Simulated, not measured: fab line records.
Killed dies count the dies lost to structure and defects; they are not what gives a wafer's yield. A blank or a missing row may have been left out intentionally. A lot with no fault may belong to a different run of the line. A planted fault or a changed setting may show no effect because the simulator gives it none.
Comparing a struck lot with a sound one    flow n5_finfet    16 out of 1938 route steps
Sound: the wafers L315.2, L315.5, L315.6. Struck: wafers L316.1, L316.6 (left out: L316.2, a lot-mate that was not struck); the cause follows at the end.
At each step with rows: each side's tool, then ch and its chambers, then its first start. Under that, the readings that differ: sound wafers    struck wafers    difference of the means    sigmas: that difference in standard deviations of wafers without a fault.
alike: a reading whose means differ by less than 2 such deviations, as well as words and numbers matching on both sides. not compared: withheld readings; readings where some wafer has no value; bounds like >300 that might hide an equal value; numbers whose values overlap and for which the record gives no deviation.
Wherever a step has rows on one side only, a row that says differs or no value, or a row with sigmas, the two part there. Non-overlapping numbers with no deviation appear without sigmas and do not part them. A reading that every wafer of one side lacks parts them only if that side has two wafers or more.

first, 7 steps without rows for these wafers: N5_BEOL_M2_COAT_76 (time 60 s, resist thk 5 nm); N5_BEOL_M2_COAT_22 (resist thk 30 nm); N5_BEOL_M2_EBR_24; N5_BEOL_M2_SOFTBAKE_23 (time 60 s); N5_BEOL_M2_EXPOSE_25 (exposes mask V1, defocus 5 nm); N5_BEOL_M2_PEB_26 (peb time 60 s); N5_BEOL_M2_DEVELOP_27 (develop time 30 s).
N5_BEOL_M2_CD_MEAS_28: target cd 26.2 nm, target cd y 24.1 nm.
  sound on cd_sem-01 ch 0, day 7 22:48; struck on cd_sem-03 ch 0, day 8 09:02
  alike: cd_nm
N5_BEOL_M2_OVL_MEAS_29:
  sound on overlay-02 ch 0, day 7 22:50; struck on overlay-01 ch 0, day 8 09:04
  alike: V1_OVL
N5_BEOL_M2_INSPECT_30: inspects for defects (brightfield).
  sound on defect_inspect-01, day 7 22:53; struck on defect_inspect-01, day 8 09:08
  alike: raw_defect_count
N5_BEOL_M2_DESCUM_33: chemistry O2, time 7 s.
  sound on rie_diel-04 ch 1,2,3, day 7 23:01; struck on rie_diel-01 ch 0,2, day 8 09:11
  alike: drypump_motor_current_A, oes_product_au, rf_vpp_V, showerhead_plenum_p_Torr, throttle_valve_pct
  not compared: rf_hours_counter_h
N5_BEOL_M2_ETCH_77: etches underlayer in N2/H2, target depth 6.5 nm, time 5.2 s.
  sound on rie_diel-04 ch 1,2,3, day 7 23:04; struck on rie_diel-01 ch 0,2, day 8 09:13
  alike: drypump_motor_current_A, etch_rf_on_time_s, oes_product_au, rf_vpp_V, showerhead_plenum_p_Torr, throttle_valve_pct
  not compared: rf_hours_counter_h
N5_BEOL_M2_ETCH_69: etches SiARC in CF4, target depth 15.6 nm, time 26 s.
  sound on rie_diel-04 ch 1,2,3, day 7 23:04; struck on rie_diel-01 ch 0,2, day 8 09:14
reading                sound           struck     difference  sigmas
etch_rf_on_time_s (s)  25.9 26.1 26.3  31.4 32.0  +5.6        +7
  alike: drypump_motor_current_A, mfc_ar_sccm, oes_product_au, rf_vpp_V, showerhead_plenum_p_Torr, throttle_valve_pct
  not compared: rf_hours_counter_h
N5_BEOL_M2_ALD_98: deposits SiO2, target thk 2.5 nm, pulse time 1 s, co reactant pulse time 1 s.
  sound on ald_sin-03 ch 1,2,3, day 7 23:17; struck on ald_sin-04 ch 0,3, day 8 09:19
  alike: chamber_pressure_Torr, heater_power_w, precursor_pulse_height_rel
-- the record jumps here: 2 days lie between the struck wafers' starts before and after (it left off in module BEOL_M2 and takes up again in module BEOL_M4, whose first step shown is number 1111 of the route) --
N5_BEOL_M4_RC_MEAS_101:
  sound on prober-02 ch 0, day 9 11:43; struck on prober-02 ch 0, day 10 21:08
reading        sound           struck     difference  sigmas
SS_N (mV/dec)  72.4 72.3 72.6  70.7 70.7  -1.7        -2
  alike: DIBL_N, DIBL_P, IOFF_N, IOFF_P, ION_N, ION_P, SS_P, VT_N, VT_P
-- the record jumps here: 5 days lie between the struck wafers' starts before and after (it left off in module BEOL_M4 and takes up again in module PASSIVATION, whose first step shown is number 1936 of the route) --
N5_PASSIVATION_PROBE_49:
  only the struck wafers here have rows in the record (prober-01, day 15 10:01); the sound ones have none

## WHERE THEY PART
Last at N5_PASSIVATION_PROBE_49 as far as this record goes, first at N5_BEOL_M2_ETCH_69.

WHY: the cause the simulator had injected
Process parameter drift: rie_diel-01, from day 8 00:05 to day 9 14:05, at N5_BEOL_M2_ETCH_69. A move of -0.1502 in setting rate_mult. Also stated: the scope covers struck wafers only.
